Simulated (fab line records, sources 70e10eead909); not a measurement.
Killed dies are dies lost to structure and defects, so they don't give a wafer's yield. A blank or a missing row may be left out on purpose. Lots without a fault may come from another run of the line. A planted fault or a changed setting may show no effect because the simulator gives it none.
Chamber matching | flow nand_harc | NHARC_A_STAIRCASE_ALD_415 on ald_hk-04: 4 sister chambers
The step deposits SiO2, target thk 30 nm, pulse time 6 s, ald cycles 300. 8 wafers are shown with their chamber, then 10 later ones without.

WAFERS WITH THEIR CHAMBER
wafer  | chamber | heater_power_w (W) | precursor_pulse_height_rel
L079.5 | 1       | 471                | 1.018
L082.5 | 1       | 473                | 0.970
L087.4 | 3       | 501                | 0.975
L086.3 | 3       | 509                | 1.009
L086.4 | 2       | 405                | 1.028
L086.5 | 0       | 537                | 0.993
L089.2 | 0       | 542                | 0.984
L089.5 | 2       | 408                | 0.950

WAFERS WITHOUT THEIR CHAMBER
wafer  | heater_power_w (W) | precursor_pulse_height_rel
L089.6 | 510                | 0.994
L092.1 | 533                | 0.939
L092.4 | 413                | 0.991
L092.5 | 422                | 0.983
L097.2 | 412                | 1.021
L097.3 | 538                | 0.980
L097.4 | 506                | 1.007
L096.2 | 550                | 1.024
L096.3 | 421                | 0.994
L096.6 | 508                | 1.001

WHICH CHAMBER EACH WENT THROUGH
wafer  | from the rows above | in truth
L089.6 | 3                   | 3
L092.1 | 0                   | 0
L092.4 | 2                   | 2
L092.5 | 2                   | 2
L097.2 | 2                   | 2
L097.3 | 0                   | 0
L097.4 | 3                   | 3
L096.2 | 0                   | 0
L096.3 | 2                   | 2
L096.6 | 3                   | 3
Placed correctly: 10 of 10. Can't be placed from these rows: 0. Placed wrongly: 0.
How it was worked out, from the rows above alone: a wafer's distance from a chamber is the root of the sum, over the readings, of the square of ((its reading less the chamber's mean) divided by the reading's scatter). The wafer belongs to the nearest chamber; if the next one is less than 2 further off, it can't be placed. A chamber's mean is the mean of its shown wafers. The scatter: the root of (the sum of the squares of (reading less its chamber's mean) over the shown wafers, divided by (wafers less chambers)).
